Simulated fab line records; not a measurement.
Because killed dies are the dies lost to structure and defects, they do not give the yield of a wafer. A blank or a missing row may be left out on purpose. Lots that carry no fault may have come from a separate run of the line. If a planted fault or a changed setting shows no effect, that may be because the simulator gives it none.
Chamber matching || flow n5Finfet || N5_ZERO_LAYER_DESCUM_16 on rieDiel-04: 4 sister chambers
The step chemistry O2, time 7.9 s. 20 wafers are shown with their chamber, then 10 later ones without.

WAFERS PAIRED WITH THEIR CHAMBERS
{"wafer": "L074.1", "chamber": 1, "throttleValvePct (%)": 20.0, "showerheadPlenumPTorr (Torr)": 2.18, "oesProductAu (a.u.)": 0.79}
{"wafer": "L074.2", "chamber": 3, "throttleValvePct (%)": 20.2, "showerheadPlenumPTorr (Torr)": 2.17, "oesProductAu (a.u.)": 0.73}
{"wafer": "L074.3", "chamber": 0, "throttleValvePct (%)": 20.7, "showerheadPlenumPTorr (Torr)": 2.10, "oesProductAu (a.u.)": 0.78}
{"wafer": "L074.4", "chamber": 2, "throttleValvePct (%)": 20.8, "showerheadPlenumPTorr (Torr)": 2.21, "oesProductAu (a.u.)": 0.79}
{"wafer": "L074.5", "chamber": 0, "throttleValvePct (%)": 20.7, "showerheadPlenumPTorr (Torr)": 2.10, "oesProductAu (a.u.)": 0.77}
{"wafer": "L074.6", "chamber": 1, "throttleValvePct (%)": 20.0, "showerheadPlenumPTorr (Torr)": 2.18, "oesProductAu (a.u.)": 0.78}
{"wafer": "L079.1", "chamber": 1, "throttleValvePct (%)": 20.0, "showerheadPlenumPTorr (Torr)": 2.18, "oesProductAu (a.u.)": 0.78}
{"wafer": "L079.3", "chamber": 2, "throttleValvePct (%)": 20.8, "showerheadPlenumPTorr (Torr)": 2.21, "oesProductAu (a.u.)": 0.77}
{"wafer": "L079.5", "chamber": 2, "throttleValvePct (%)": 20.8, "showerheadPlenumPTorr (Torr)": 2.21, "oesProductAu (a.u.)": 0.77}
{"wafer": "L081.1", "chamber": 1, "throttleValvePct (%)": 20.0, "showerheadPlenumPTorr (Torr)": 2.18, "oesProductAu (a.u.)": 0.76}
{"wafer": "L081.3", "chamber": 3, "throttleValvePct (%)": 20.2, "showerheadPlenumPTorr (Torr)": 2.17, "oesProductAu (a.u.)": 0.71}
{"wafer": "L081.6", "chamber": 3, "throttleValvePct (%)": 20.3, "showerheadPlenumPTorr (Torr)": 2.17, "oesProductAu (a.u.)": 0.71}
{"wafer": "L082.2", "chamber": 3, "throttleValvePct (%)": 20.2, "showerheadPlenumPTorr (Torr)": 2.17, "oesProductAu (a.u.)": 0.71}
{"wafer": "L082.3", "chamber": 2, "throttleValvePct (%)": 20.8, "showerheadPlenumPTorr (Torr)": 2.21, "oesProductAu (a.u.)": 0.76}
{"wafer": "L082.6", "chamber": 3, "throttleValvePct (%)": 20.2, "showerheadPlenumPTorr (Torr)": 2.17, "oesProductAu (a.u.)": 0.71}
{"wafer": "L084.1", "chamber": 0, "throttleValvePct (%)": 20.8, "showerheadPlenumPTorr (Torr)": 2.09, "oesProductAu (a.u.)": 0.75}
{"wafer": "L084.2", "chamber": 2, "throttleValvePct (%)": 20.8, "showerheadPlenumPTorr (Torr)": 2.21, "oesProductAu (a.u.)": 0.77}
{"wafer": "L084.5", "chamber": 1, "throttleValvePct (%)": 20.0, "showerheadPlenumPTorr (Torr)": 2.17, "oesProductAu (a.u.)": 0.75}
{"wafer": "L087.2", "chamber": 3, "throttleValvePct (%)": 20.3, "showerheadPlenumPTorr (Torr)": 2.16, "oesProductAu (a.u.)": 0.71}
{"wafer": "L087.4", "chamber": 2, "throttleValvePct (%)": 20.8, "showerheadPlenumPTorr (Torr)": 2.20, "oesProductAu (a.u.)": 0.76}

SIGNATURES, as means of the wafers listed above
{"reading": "throttleValvePct", "chamber 0": 20.733, "chamber 1": 20.000, "chamber 2": 20.800, "chamber 3": 20.233, "scatter within a chamber": 0.0354}
{"reading": "showerheadPlenumPTorr", "chamber 0": 2.0967, "chamber 1": 2.1780, "chamber 2": 2.2083, "chamber 3": 2.1683, "scatter within a chamber": 0.00443}
{"reading": "oesProductAu", "chamber 0": 0.7667, "chamber 1": 0.7720, "chamber 2": 0.7700, "chamber 3": 0.7133, "scatter within a chamber": 0.0124}
Rule: for a wafer and a chamber, the distance is found by dividing, reading by reading, the gap between the wafer's reading and the chamber's mean by the reading's scatter, squaring, summing and taking the root. If the next closest chamber is less than 2 further off than the closest, the wafer can't be placed; otherwise it belongs to the closest. The scatter: take each reading less its chamber's mean, square it, sum over the shown wafers, divide by the number of wafers less the number of chambers, and take the root.

WAFERS MISSING THEIR CHAMBER
{"wafer": "L087.6", "throttleValvePct (%)": 20.0, "showerheadPlenumPTorr (Torr)": 2.17, "oesProductAu (a.u.)": 0.75}
{"wafer": "L091.4", "throttleValvePct (%)": 20.3, "showerheadPlenumPTorr (Torr)": 2.16, "oesProductAu (a.u.)": 0.70}
{"wafer": "L091.5", "throttleValvePct (%)": 20.8, "showerheadPlenumPTorr (Torr)": 2.20, "oesProductAu (a.u.)": 0.75}
{"wafer": "L091.6", "throttleValvePct (%)": 20.1, "showerheadPlenumPTorr (Torr)": 2.17, "oesProductAu (a.u.)": 0.75}
{"wafer": "L092.1", "throttleValvePct (%)": 20.0, "showerheadPlenumPTorr (Torr)": 2.17, "oesProductAu (a.u.)": 0.75}
{"wafer": "L092.2", "throttleValvePct (%)": 20.8, "showerheadPlenumPTorr (Torr)": 2.20, "oesProductAu (a.u.)": 0.75}
{"wafer": "L092.4", "throttleValvePct (%)": 20.3, "showerheadPlenumPTorr (Torr)": 2.16, "oesProductAu (a.u.)": 0.71}
{"wafer": "L095.2", "throttleValvePct (%)": 20.8, "showerheadPlenumPTorr (Torr)": 2.08, "oesProductAu (a.u.)": 0.74}
{"wafer": "L095.4", "throttleValvePct (%)": 20.3, "showerheadPlenumPTorr (Torr)": 2.16, "oesProductAu (a.u.)": 0.70}
{"wafer": "L095.5", "throttleValvePct (%)": 20.8, "showerheadPlenumPTorr (Torr)": 2.08, "oesProductAu (a.u.)": 0.73}

WHICH CHAMBER EACH WENT THROUGH
{"wafer": "L087.6", "from the rows above": 1, "in truth": 1}
{"wafer": "L091.4", "from the rows above": 3, "in truth": 3}
{"wafer": "L091.5", "from the rows above": 2, "in truth": 2}
{"wafer": "L091.6", "from the rows above": "can't be placed: 1 or 3", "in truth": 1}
{"wafer": "L092.1", "from the rows above": 1, "in truth": 1}
{"wafer": "L092.2", "from the rows above": 2, "in truth": 2}
{"wafer": "L092.4", "from the rows above": 3, "in truth": 3}
{"wafer": "L095.2", "from the rows above": 0, "in truth": 0}
{"wafer": "L095.4", "from the rows above": 3, "in truth": 3}
{"wafer": "L095.5", "from the rows above": 0, "in truth": 0}
Correct placement for 9 of the 10. Can't be placed from these rows: 1 (the true chamber is among the candidates in 1). 0 placed wrongly.
